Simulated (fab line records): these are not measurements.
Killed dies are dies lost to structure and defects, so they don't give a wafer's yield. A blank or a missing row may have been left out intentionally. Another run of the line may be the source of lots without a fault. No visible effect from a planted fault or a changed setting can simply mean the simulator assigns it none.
Chamber matching -- flow nandHarc -- NHARC_A_CHANNEL_HOLE_D1_ETCH_38 on rieDiel-10 has 4 sister chambers
The step etches the open film in CF4, target depth 39 nm, time 65 s. 4 wafers are shown with their chamber, then 6 later ones without.

## EACH WAFER AND ITS CHAMBER
wafer,chamber,showerheadPlenumPTorr (Torr)
L898.2,2,1.89
L898.5,0,1.84
L904.1,1,1.76
L904.4,3,1.71

## WAFERS MISSING THEIR CHAMBER
wafer,showerheadPlenumPTorr (Torr)
L904.6,1.89
L906.1,1.84
L906.3,1.71
L906.4,1.89
L908.1,1.88
L908.3,1.71

## THE CHAMBER EACH PASSED THROUGH
wafer,from the rows above,in truth
L904.6,2,2
L906.1,0,0
L906.3,3,3
L906.4,2,2
L908.1,2,2
L908.3,3,3
Correctly placed: 6 of 6. Number that these rows cannot place: 0. Placed wrongly: 0.
How it was worked out, from the rows above alone: a wafer's distance from a chamber is the root of the sum, over the readings, of the square of ((its reading less the chamber's mean) divided by the reading's scatter). If the next closest chamber is less than 2 further off than the closest, the wafer can't be placed; otherwise it belongs to the closest. For every chamber, the mean is computed from those of its wafers that are shown. The scatter: root of mean squared gap, hidden wafer to nearest shown wafer, with one shown wafer a chamber.
